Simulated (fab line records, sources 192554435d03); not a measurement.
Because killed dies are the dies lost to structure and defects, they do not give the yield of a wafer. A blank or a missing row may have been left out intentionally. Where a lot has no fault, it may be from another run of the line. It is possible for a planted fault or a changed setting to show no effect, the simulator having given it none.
Which tool did it? + flow n5Finfet + Sampling: 9 lots, 27 wafers, 5 of 1938 route steps

== WHAT THE GAUGES READ, wafer by wafer ==
N5_BEOL_M4_RC_MEAS_101. Usual: DIBL_N 36.3 mV/V, standard deviation 2.2; DIBL_P 36.0 mV/V, standard deviation 2.4; IOFF_N 0.16 nA/um, standard deviation 0.042; IOFF_P 0.22 nA/um, standard deviation 0.041; ION_N 672 uA/um, standard deviation 14; ION_P 462 uA/um, standard deviation 7.9; SS_N 71.7 mV/dec, standard deviation 0.76; SS_P 73.3 mV/dec, standard deviation 0.72; VT_N 250 mV, standard deviation 3.6; VT_P -249 mV, standard deviation 3.
| lot  | measured     | on        | DIBL_N (mV/V)  | DIBL_P (mV/V)  | IOFF_N (nA/um) | IOFF_P (nA/um) | ION_N (uA/um) | ION_P (uA/um) | SS_N (mV/dec)  | SS_P (mV/dec)  | VT_N (mV)   | VT_P (mV)      | flag |
|------|--------------|-----------|----------------|----------------|----------------|----------------|---------------|---------------|----------------|----------------|-------------|----------------|------|
| L226 | day 8 12:30  | prober-01 | 34.9 34.7 34.9 | 34.5 34.2 34.7 | 0.14 0.14 0.15 | 0.20 0.20 0.20 | 668 670 678   | 463 463 467   | 72.2 71.0 71.4 | 73.3 73.2 73.4 | 249 249 247 | -248 -250 -246 |      |
| L227 | day 8 23:58  | prober-02 | 37.0 38.0 37.0 | 38.2 38.6 37.7 | 0.18 0.19 0.17 | 0.25 0.25 0.24 | 675 666 676   | 465 454 470   | 72.0 72.3 72.0 | 74.1 73.6 73.1 | 248 246 247 | -249 -251 -249 |      |
| L228 | day 9 02:52  | prober-02 | 40.6 41.0 41.2 | 39.6 40.1 40.5 | 0.24 0.25 0.27 | 0.30 0.30 0.32 | 690 691 704   | 475 469 477   | 71.8 72.7 72.2 | 74.6 74.5 74.6 | 244 241 241 | -245 -244 -246 |      |
| L232 | day 9 21:14  | prober-01 | 36.6 35.3 34.7 | 36.9 34.9 34.5 | 0.16 0.14 0.12 | 0.21 0.18 0.17 | 660 674 661   | 459 457 461   | 71.6 71.3 71.5 | 73.5 73.5 72.8 | 250 252 255 | -249 -254 -252 |      |
| L234 | day 10 04:07 | prober-01 | 38.3 35.6 37.6 | 37.9 33.7 35.8 | 0.18 0.14 0.15 | 0.26 0.19 0.23 | 672 668 663   | 471 458 464   | 72.0 71.0 72.1 | 73.9 72.3 73.1 | 250 254 253 | -249 -252 -248 |      |
| L236 | day 11 12:07 | prober-02 | 36.8 35.6 35.8 | 36.9 35.2 34.2 | 0.16 0.14 0.12 | 0.25 0.22 0.20 | 674 661 643   | 469 463 445   | 72.6 71.7 72.1 | 73.8 73.7 73.2 | 249 252 255 | -247 -248 -250 |      |
| L245 | day 14 04:40 | prober-01 | 39.2 38.6 38.5 | 37.0 38.2 37.3 | 0.23 0.20 0.20 | 0.21 0.22 0.21 | 668 685 688   | 447 460 454   | 74.3 72.2 72.5 | 73.7 73.6 73.6 | 251 249 250 | -253 -251 -250 |      |
| L246 | day 14 21:55 | prober-02 | 36.6 34.5 33.8 | 36.4 35.3 34.7 | 0.15 0.13 0.11 | 0.18 0.18 0.16 | 655 664 657   | 445 459 453   | 72.2 70.8 70.8 | 73.0 72.3 72.7 | 253 251 255 | -253 -255 -252 |      |
| L244 | day 15 06:28 | prober-01 | 33.2 34.1 33.4 | 34.8 35.7 34.9 | 0.14 0.15 0.14 | 0.19 0.19 0.20 | 674 685 672   | 468 470 465   | 70.5 71.1 71.2 | 72.9 72.8 72.7 | 251 249 250 | -251 -251 -250 |      |

== WHICH TOOL RAN EACH LOT (tool, then ch and the chambers of the sampled wafers, then the start) ==
| lot  | N5_BEOL_M2_ETCH_64                | N5_BEOL_M2_STRIP_19               | N5_BEOL_M2_ALD_98                | N5_BEOL_M2_STRIP_97                          |
|------|-----------------------------------|-----------------------------------|----------------------------------|----------------------------------------------|
| L226 | rieDiel-05 ch 0,1, day 7 03:28    | rieDiel-01 ch 1,2, day 7 03:46    | aldSin-02 ch 1,3, day 7 04:24    | rieDiel-01 ch 0,2, day 8 12:30 or earlier    |
| L227 | rieDiel-03 ch 0,2, day 7 12:26    | rieDiel-03 ch 0,1, day 7 13:02    | aldSin-04 ch 0,1,3, day 7 14:48  | rieDiel-03 ch 0,1, day 8 23:58 or earlier    |
| L228 | rieDiel-03 ch 0,2, day 7 16:05    | rieDiel-03 ch 0,2, day 7 16:25    | aldSin-02 ch 2,3, day 7 18:19    | rieDiel-05 ch 0,1,2, day 9 02:52 or earlier  |
| L232 | rieDiel-05 ch 0,1, day 8 18:13    | rieDiel-05 ch 1,2,3, day 8 18:37  | aldSin-02 ch 0,1,2, day 8 20:11  | rieDiel-01 ch 2,3, day 9 21:14 or earlier    |
| L234 | rieDiel-03 ch 0,2,3, day 9 03:51  | rieDiel-01 ch 1,3, day 9 04:14    | aldSin-04 ch 0,1,2, day 9 04:55  | rieDiel-03 ch 2,3, day 10 04:07 or earlier   |
| L236 | rieDiel-03 ch 0,1,3, day 10 05:53 | rieDiel-01 ch 0,1,3, day 10 06:07 | aldSin-02 ch 0,1, day 10 06:56   | rieDiel-01 ch 2,3, day 11 12:07 or earlier   |
| L245 | rieDiel-01 ch 1,2,3, day 12 01:58 | rieDiel-03 ch 1,2,3, day 12 02:14 | aldSin-02 ch 0,3, day 12 03:12   | rieDiel-01 ch 0,1, day 14 04:40 or earlier   |
| L246 | rieDiel-03 ch 0,3, day 12 05:38   | rieDiel-03 ch 0,2, day 12 05:55   | aldSin-02 ch 1,2,3, day 12 06:59 | rieDiel-05 ch 0,1,3, day 14 21:55 or earlier |
| L244 | rieDiel-01 ch 1,3, day 13 14:57   | rieDiel-05 ch 0,1,2, day 13 15:14 | aldSin-04 ch 1,2,3, day 13 15:53 | rieDiel-01 ch 1,2, day 15 06:28 or earlier   |
- N5_BEOL_M2_ETCH_64: etches SOC in N2/H2, target depth 75 nm, overetch 22.5 nm, time 121.9 s.
- N5_BEOL_M2_STRIP_19: strips in O2.
- N5_BEOL_M2_ALD_98: deposits SiO2, target thk 2.5 nm, pulse time 1 s, co reactant pulse time 1 s.
- N5_BEOL_M2_STRIP_97: strips in N2/H2, time 10 s.

== AS READ BY THE TOOLS THEMSELVES (means over the sampled wafers that have a number; for cases with no such wafer, the mark the record gives instead) ==
N5_BEOL_M2_ETCH_64. Usual: drypumpMotorCurrentA 5.8 A, standard deviation 0.4; oesProductAu 0.60 a.u., standard deviation 0.074; rfVppV 524.4 V, standard deviation 2.8; showerheadPlenumPTorr 2.56 Torr, standard deviation 0.1; throttleValvePct 17.81 %, standard deviation 0.23.
| lot  | tool       | drypumpMotorCurrentA (A) | oesProductAu (a.u.) | rfVppV (V) | showerheadPlenumPTorr (Torr) | throttleValvePct (%) | flag |
|------|------------|--------------------------|---------------------|------------|------------------------------|----------------------|------|
| L226 | rieDiel-05 | 5.7                      | 0.53                | 522.1      | 2.46                         | 17.85                |      |
| L227 | rieDiel-03 | 5.9                      | 0.53                | 525.6      | 2.58                         | 17.98                |      |
| L228 | rieDiel-03 | 5.5                      | 0.53                | 524.0      | 2.54                         | 17.99                |      |
| L232 | rieDiel-05 | 5.7                      | 0.53                | 522.3      | 2.46                         | 17.86                |      |
| L234 | rieDiel-03 | 5.5                      | 0.53                | 522.4      | 2.51                         | 18.00                |      |
| L236 | rieDiel-03 | 5.8                      | 0.60                | 523.2      | 2.51                         | 17.77                |      |
| L245 | rieDiel-01 | 5.8                      | 0.65                | 525.9      | 2.62                         | 17.81                |      |
| L246 | rieDiel-03 | 5.8                      | 0.52                | 523.9      | 2.54                         | 18.06                |      |
| L244 | rieDiel-01 | 5.8                      | 0.63                | 527.0      | 2.66                         | 17.97                |      |

N5_BEOL_M2_STRIP_19. Usual: drypumpMotorCurrentA 5.8 A, standard deviation 0.41; oesProductAu 0.79 a.u., standard deviation 0.1; rfVppV 3.6 V, standard deviation 0.5; showerheadPlenumPTorr 2.12 Torr, standard deviation 0.076; throttleValvePct 16.70 %, standard deviation 0.28.
| lot  | tool       | drypumpMotorCurrentA (A) | oesProductAu (a.u.) | rfVppV (V) | showerheadPlenumPTorr (Torr) | throttleValvePct (%) | flag |
|------|------------|--------------------------|---------------------|------------|------------------------------|----------------------|------|
| L226 | rieDiel-01 | 5.7                      | 0.90                | 3.5        | 2.14                         | 16.41                |      |
| L227 | rieDiel-03 | 6.1                      | 0.68                | 3.4        | 2.10                         | 16.71                |      |
| L228 | rieDiel-03 | 5.9                      | 0.70                | 3.4        | 2.15                         | 16.98                |      |
| L232 | rieDiel-05 | 5.9                      | 0.71                | 3.9        | 2.08                         | 16.85                |      |
| L234 | rieDiel-01 | 6.0                      | 0.90                | 3.9        | 2.16                         | 16.52                |      |
| L236 | rieDiel-01 | 5.6                      | 0.85                | 3.7        | 2.18                         | 16.63                |      |
| L245 | rieDiel-03 | 5.5                      | 0.85                | 3.3        | 2.04                         | 16.59                |      |
| L246 | rieDiel-03 | 5.9                      | 0.76                | 3.8        | 2.13                         | 16.89                |      |
| L244 | rieDiel-05 | 5.9                      | 0.84                | 3.4        | 2.15                         | 16.57                |      |

N5_BEOL_M2_ALD_98. Usual: heaterPowerW 81 W, standard deviation 5.9; precursorPulseHeightRel 0.995, standard deviation 0.017; susceptorTempC 100.01 C, standard deviation 0.13.
| lot  | tool      | heaterPowerW (W) | precursorPulseHeightRel | susceptorTempC (C) | flag |
|------|-----------|------------------|-------------------------|--------------------|------|
| L226 | aldSin-02 | 81               | 0.974                   | 99.99              |      |
| L227 | aldSin-04 | 81               | 1.001                   | 100.01             |      |
| L228 | aldSin-02 | 82               | 1.001                   | 99.94              |      |
| L232 | aldSin-02 | 80               | 1.014                   | 99.98              |      |
| L234 | aldSin-04 | 88               | 0.997                   | 99.46              | OFF  |
| L236 | aldSin-02 | 79               | 0.987                   | 99.92              |      |
| L245 | aldSin-02 | 79               | 1.001                   | 100.04             |      |
| L246 | aldSin-02 | 84               | 0.993                   | 100.09             |      |
| L244 | aldSin-04 | 81               | 0.991                   | 99.99              |      |

N5_BEOL_M2_STRIP_97. Usual: drypumpMotorCurrentA 5.8 A, standard deviation 0.41; oesProductAu 0.79 a.u., standard deviation 0.11; rfVppV 59.2 V, standard deviation 0.9; showerheadPlenumPTorr 2.55 Torr, standard deviation 0.099; throttleValvePct 23.57 %, standard deviation 0.22.
| lot  | tool       | drypumpMotorCurrentA (A) | oesProductAu (a.u.) | rfVppV (V) | showerheadPlenumPTorr (Torr) | throttleValvePct (%) | flag |
|------|------------|--------------------------|---------------------|------------|------------------------------|----------------------|------|
| L226 | rieDiel-01 | 5.2                      | 0.84                | 60.1       | 2.64                         | 23.51                |      |
| L227 | rieDiel-03 | 6.2                      | 0.69                | 59.0       | 2.58                         | 23.73                |      |
| L228 | rieDiel-05 | 5.9                      | 0.71                | 59.0       | 2.51                         | 23.63                |      |
| L232 | rieDiel-01 | 5.7                      | 0.92                | 59.4       | 2.67                         | 23.85                |      |
| L234 | rieDiel-03 | 5.2                      | 0.71                | 58.4       | 2.43                         | 23.71                |      |
| L236 | rieDiel-01 | 5.6                      | 0.87                | 59.3       | 2.62                         | 23.70                |      |
| L245 | rieDiel-01 | 5.8                      | 0.82                | 59.7       | 2.60                         | 23.50                |      |
| L246 | rieDiel-05 | 5.9                      | 0.84                | 60.2       | 2.52                         | 23.32                |      |
| L244 | rieDiel-01 | 5.8                      | 0.83                | 59.0       | 2.57                         | 23.54                |      |

== THE ANSWER, worked out from the rows above alone ==
Rule: a lot is off if the mean of its wafers that have a number lies more than 3 standard deviations from the usual mean. A lot without any number at a reading at which 4 lots or more have one is off too. The other lots that the step has rows for count as sound. The gauges are gone through in route order, then the tools' own readings, and for those a lot's mean is taken as printed above. The first step at which some lot is off is used, and at that step the reading that is off furthest; a lot without a number counts as furthest.
Off: L234 (N5_BEOL_M2_ALD_98, susceptorTempC).
If a tool, at that step or one of the process steps before it, ran each lot that is off and ran no sound lot following the first of them, it fits. Not one of the candidates tried fits.

== WHAT WAS PUT IN BY THE SIMULATOR ==
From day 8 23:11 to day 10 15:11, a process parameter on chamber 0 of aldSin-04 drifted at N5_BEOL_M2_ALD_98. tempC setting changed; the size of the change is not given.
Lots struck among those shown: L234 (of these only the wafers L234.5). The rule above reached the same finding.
